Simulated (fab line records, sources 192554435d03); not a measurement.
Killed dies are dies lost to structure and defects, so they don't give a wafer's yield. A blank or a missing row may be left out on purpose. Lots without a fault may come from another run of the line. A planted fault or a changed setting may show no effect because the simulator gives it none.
Chamber matching | flow n5_finfet | N5_BEOL_M6_DESCUM_33 on rie_diel-05: 4 sister chambers
The step chemistry O2, time 7 s. 8 wafers are shown with their chamber, then 9 later ones without.

WAFERS WITH THEIR CHAMBER
wafer  | chamber | showerhead_plenum_p_Torr (Torr) | drypump_motor_current_A (A)
L078.3 | 3       | 2.05                            | 5.6
L081.2 | 3       | 2.05                            | 5.5
L082.1 | 2       | 2.17                            | 5.6
L085.4 | 2       | 2.16                            | 5.6
L085.6 | 0       | 2.09                            | 5.3
L089.2 | 1       | 2.04                            | 6.2
L089.3 | 0       | 2.09                            | 5.4
L089.5 | 1       | 2.04                            | 6.2

WAFERS WITHOUT THEIR CHAMBER
wafer  | showerhead_plenum_p_Torr (Torr) | drypump_motor_current_A (A)
L088.2 | 2.04                            | 5.6
L088.3 | 2.03                            | 6.2
L088.6 | 2.04                            | 5.6
L094.1 | 2.09                            | 5.3
L094.3 | 2.16                            | 5.6
L094.4 | 2.03                            | 6.2
L096.2 | 2.09                            | 5.4
L096.5 | 2.04                            | 5.5
L096.6 | 2.08                            | 5.3

WHICH CHAMBER EACH WENT THROUGH
wafer  | from the rows above | in truth
L088.2 | 3                   | 3
L088.3 | 1                   | 1
L088.6 | 3                   | 3
L094.1 | 0                   | 0
L094.3 | 2                   | 2
L094.4 | 1                   | 1
L096.2 | 0                   | 0
L096.5 | 3                   | 3
L096.6 | 0                   | 0
Placed correctly: 9 of 9. Can't be placed from these rows: 0. Placed wrongly: 0.
How it was worked out, from the rows above alone: a wafer's distance from a chamber is the root of the sum, over the readings, of the square of ((its reading less the chamber's mean) divided by the reading's scatter). The wafer belongs to the nearest chamber; if the next one is less than 2 further off, it can't be placed. A chamber's mean is the mean of its shown wafers. The scatter: the root of (the sum of the squares of (reading less its chamber's mean) over the shown wafers, divided by (wafers less chambers)).
